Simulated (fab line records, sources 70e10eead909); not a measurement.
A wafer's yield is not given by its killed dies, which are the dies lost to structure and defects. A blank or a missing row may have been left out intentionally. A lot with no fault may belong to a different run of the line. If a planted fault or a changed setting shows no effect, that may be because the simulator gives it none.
Comparing a struck lot with a sound one | flow nand harc | 13 steps out of a route of 1159
Sound: the wafers L195.1, L195.4, L195.6. Wafers L206.2, L206.6 were the ones struck. At the end, the cause is stated.
At each step with rows: each side's tool, then ch and its chambers, then its first start. Under that, the readings that differ: sound wafers | struck wafers | difference of the means | sigmas: that difference in standard deviations of wafers without a fault.
alike: words and numbers the same on both sides, and readings whose means are apart by under 2 such deviations; not compared: readings that were withheld, readings missing a value for some wafer, numbers with overlapping values and no deviation given by the record, and bounds like >300 which may hide the same value.
The two part at a step that has a row with sigmas, a row that says differs or no value, or rows on one side only. Numbers that don't overlap but have no deviation are shown without sigmas and don't part them. Lack of a reading on every wafer of one side parts them only where that side has two or more wafers.

first, 2 steps without rows for these wafers: NHARC_A_SOURCE_PLATE_CVD_03 (deposits poly-Si, target thk 200 nm, time 4000 s); NHARC_A_SOURCE_PLATE_ANNEAL_05 (time 1800 s).
NHARC_A_SOURCE_PLATE_THK_MEAS_06: measures by ellipsometry.
  struck on film metro-01, day 10 19:32; sound on film metro-02, day 7 23:55
  alike: thk nm
NHARC_A_SOURCE_PLATE_INSPECT_08:
  struck on defect inspect-01, day 10 19:38; sound on defect inspect-02, day 7 23:59
  alike: raw defect count
then, 1 step without rows for these wafers: NHARC_A_ONON_D1_DEP_00 (target thk 1000 nm).
NHARC_A_ONON_D1_THK_MEAS_02: measures by ellipsometry.
  struck on film metro-01, day 10 20:14; sound on film metro-01, day 8 00:35
  alike: thk nm
then, 1 step without rows for these wafers: NHARC_A_ONON_D1_DEP_03 (target thk 1000 nm).
NHARC_A_ONON_D1_THK_MEAS_05: measures by ellipsometry.
  struck on film metro-01, day 10 20:48; sound on film metro-01, day 8 01:08
  alike: thk nm
then, 1 step without rows for these wafers: NHARC_A_ONON_D1_DEP_06 (target thk 1000 nm).
NHARC_A_ONON_D1_THK_MEAS_08: measures by ellipsometry.
  struck on film metro-01, day 10 21:22; sound on film metro-01, day 8 01:43
  alike: thk nm
NHARC_A_ONON_D1_DEP_09: target thk 1000 nm.
  sound on pecvd onon-02 ch 0, day 8 01:46; struck on pecvd onon-02 ch 0, day 10 21:29
  alike: nh3 flow sccm
NHARC_A_ONON_D1_THK_MEAS_11: measures by ellipsometry.
  struck on film metro-01, day 10 21:58; sound on film metro-01, day 8 02:16
  reading     | sound       | struck    | difference | sigmas
  thk nm (nm) | 998 998 998 | 1434 1435 | +436       | +40
then, 1 step without rows for these wafers: NHARC_A_ONON_D1_DEP_12 (target thk 1000 nm).

## WHERE THEY PART
Only at NHARC_A_ONON_D1_THK_MEAS_11, within this record.

WHY: the cause the simulator had injected
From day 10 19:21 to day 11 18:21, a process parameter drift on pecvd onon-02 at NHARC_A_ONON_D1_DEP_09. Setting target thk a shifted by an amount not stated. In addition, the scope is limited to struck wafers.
